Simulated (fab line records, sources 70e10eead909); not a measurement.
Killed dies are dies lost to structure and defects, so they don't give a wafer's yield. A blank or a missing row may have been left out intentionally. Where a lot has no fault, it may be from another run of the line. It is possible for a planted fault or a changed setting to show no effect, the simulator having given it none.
Chamber matching ; flow nandHarc ; NHARC_P_M1_ETCH_35 on rieDiel-03 has 4 sister chambers
The step etches the open film in N2/H2, target depth 40 nm, overetch 12 nm, time 43.94 s. 24 wafers are shown with their chamber, then 12 later ones without.

WAFERS WITH THEIR CHAMBER
wafer;chamber;showerheadPlenumPTorr (Torr);drypumpMotorCurrentA (A);rfVppV (V)
L077.2;2;1.98;5.5;428.3
L077.4;3;2.10;6.4;431.9
L077.6;3;2.10;6.4;432.1
L079.2;2;1.98;5.5;429.0
L079.5;3;2.09;6.5;433.1
L079.6;0;1.89;5.4;427.0
L080.3;3;2.09;6.4;433.0
L080.4;2;1.98;5.5;428.5
L080.6;3;2.09;6.4;431.9
L081.2;3;2.09;6.4;431.1
L081.4;2;1.98;5.6;430.3
L081.6;3;2.09;6.5;432.7
L082.2;3;2.09;6.4;431.8
L082.4;1;2.18;5.5;435.2
L082.5;1;2.18;5.5;433.7
L083.2;3;2.09;6.4;432.5
L083.3;0;1.89;5.4;427.0
L083.4;2;1.98;5.5;429.1
L088.2;3;2.09;6.4;431.1
L088.3;0;1.89;5.4;427.8
L088.6;2;1.98;5.5;428.2
L089.2;2;1.98;5.5;429.9
L089.3;3;2.09;6.4;432.4
L089.4;1;2.18;5.4;434.0

SIGNATURES (means of the wafers above)
reading;chamber 0;chamber 1;chamber 2;chamber 3;scatter within a chamber
showerheadPlenumPTorr;1.8900;2.1800;1.9800;2.0918;0.00286
drypumpMotorCurrentA;5.400;5.467;5.514;6.418;0.0398
rfVppV;427.267;434.300;429.043;432.145;0.712
Rule: a wafer lies at a distance from a chamber equal to the root of the sum of squares, over the readings, of (its reading less the chamber's mean, divided by the reading's scatter). If the next closest chamber is less than 2 further off than the closest, the wafer can't be placed; otherwise it belongs to the closest. The scatter is the square root of a quotient: the sum, over the shown wafers, of each reading's squared deviation from its chamber's mean, divided by wafers minus chambers.

WAFERS WITHOUT THEIR CHAMBER
wafer;showerheadPlenumPTorr (Torr);drypumpMotorCurrentA (A);rfVppV (V)
L092.3;2.18;5.5;432.6
L092.4;1.97;5.5;428.7
L092.5;2.09;6.4;431.8
L093.1;1.97;5.5;430.5
L093.5;2.09;6.4;431.9
L093.6;1.97;5.6;429.0
L095.1;1.89;5.4;425.6
L095.4;2.18;5.4;435.5
L095.5;1.89;5.4;425.0
L097.1;2.09;6.5;432.0
L097.3;2.18;5.5;433.9
L097.5;1.89;5.4;427.3

EACH ONE'S CHAMBER
wafer;from the rows above;in truth
L092.3;1;1
L092.4;2;2
L092.5;3;3
L093.1;2;2
L093.5;3;3
L093.6;2;2
L095.1;0;0
L095.4;1;1
L095.5;0;0
L097.1;3;3
L097.3;1;1
L097.5;0;0
Placed correctly: 12 of 12. Left unplaced by these rows: 0. Number placed wrongly: 0.
